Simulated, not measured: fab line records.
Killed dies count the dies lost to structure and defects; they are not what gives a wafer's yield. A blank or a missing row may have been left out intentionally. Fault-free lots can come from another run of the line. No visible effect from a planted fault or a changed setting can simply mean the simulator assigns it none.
Matching of chambers	flow nand-harc	pecvd-03 running NHARC_A_ONON_D1_DEP_33: 3 sister chambers
The step deposits SiO2, target thk 200 nm. 14 wafers are shown with their chamber, then 7 later ones without.

== WAFERS, EACH WITH ITS CHAMBER ==
wafer	chamber	heater-power-w (W)	throttle-valve-pct (%)
L315.2	2	481	15.8
L315.4	0	654	15.4
L315.5	2	492	15.8
L316.1	2	458	15.9
L316.3	0	621	15.4
L316.6	1	340	15.7
L318.1	0	611	15.6
L318.2	2	518	15.9
L318.4	0	627	15.3
L319.2	2	547	16.1
L319.3	1	452	16.0
L319.4	1	449	16.0
L324.3	0	613	15.5
L324.5	2	404	16.2

SIGNATURES (means of the wafers above)
reading	chamber 0	chamber 1	chamber 2	scatter within a chamber
heater-power-w	625.20	413.67	483.33	44.3
throttle-valve-pct	15.440	15.900	15.950	0.15
Rule: distance of a wafer from a chamber = root of the sum over the readings of ((wafer's reading minus chamber's mean) / reading's scatter) squared. If the next closest chamber is less than 2 further off than the closest, the wafer can't be placed; otherwise it belongs to the closest. The scatter: take each reading less its chamber's mean, square it, sum over the shown wafers, divide by the number of wafers less the number of chambers, and take the root.

== WAFERS WITH NO CHAMBER GIVEN ==
wafer	heater-power-w (W)	throttle-valve-pct (%)
L324.6	396	15.9
L330.1	422	15.7
L330.3	491	16.1
L330.5	535	16.2
L334.2	537	16.0
L334.4	455	15.1
L334.6	554	15.8

== WHICH CHAMBER EACH ONE RAN IN ==
wafer	from the rows above	in truth
L324.6	can't be placed: 1 or 2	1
L330.1	can't be placed: 1 or 2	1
L330.3	can't be placed: 2 or 1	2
L330.5	can't be placed: 2 or 1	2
L334.2	can't be placed: 2 or 1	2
L334.4	can't be placed: 0 or 1 or 2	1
L334.6	can't be placed: 2 or 0 or 1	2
Correct placement for 0 of the 7. These rows do not allow placing 7 (true chamber among the candidates in 7). Placed wrongly: 0.
